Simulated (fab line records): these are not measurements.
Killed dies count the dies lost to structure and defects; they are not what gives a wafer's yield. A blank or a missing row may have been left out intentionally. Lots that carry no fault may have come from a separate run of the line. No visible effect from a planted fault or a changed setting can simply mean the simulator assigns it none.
Matching of chambers -- flow n5_finfet -- N5_BEOL_M0_SAQP_PECVD_00 on pecvd-01 has 3 sister chambers
The step deposits SiCN from 3MS/NH3, target thk 8 nm, time 14 s. 6 wafers are shown with their chamber, then 12 later ones without.

EACH WAFER AND ITS CHAMBER
wafer,chamber,showerhead_plenum_p_Torr (Torr),throttle_valve_pct (%)
L082.6,2,3.620,8.9
L085.4,0,3.636,9.2
L085.6,1,3.692,9.5
L089.1,0,3.621,9.4
L089.3,2,3.629,8.7
L089.4,1,3.701,9.6

WAFERS WHOSE CHAMBER IS MISSING
wafer,showerhead_plenum_p_Torr (Torr),throttle_valve_pct (%)
L090.1,3.641,9.4
L090.2,3.696,9.6
L090.6,3.629,8.4
L091.1,3.615,8.8
L091.2,3.690,9.4
L091.3,3.630,9.6
L093.1,3.635,8.6
L093.2,3.633,9.3
L093.6,3.641,9.2
L094.1,3.636,9.5
L094.2,3.631,8.6
L094.6,3.702,9.4

EACH ONE'S CHAMBER
wafer,from the rows above,in truth
L090.1,0,0
L090.2,1,1
L090.6,2,2
L091.1,2,2
L091.2,1,1
L091.3,0,0
L093.1,2,2
L093.2,0,0
L093.6,0,0
L094.1,0,0
L094.2,2,2
L094.6,1,1
Placed correctly: 12 of 12. Left unplaced by these rows: 0. Number placed wrongly: 0.
How it was worked out, from the rows above alone: a wafer's distance from a chamber is the root of the sum, over the readings, of the square of ((its reading less the chamber's mean) divided by the reading's scatter). If the next closest chamber is less than 2 further off than the closest, the wafer can't be placed; otherwise it belongs to the closest. Each chamber's mean is taken over the wafers shown for it. The scatter: the root of (the sum of the squares of (reading less its chamber's mean) over the shown wafers, divided by (wafers less chambers)).
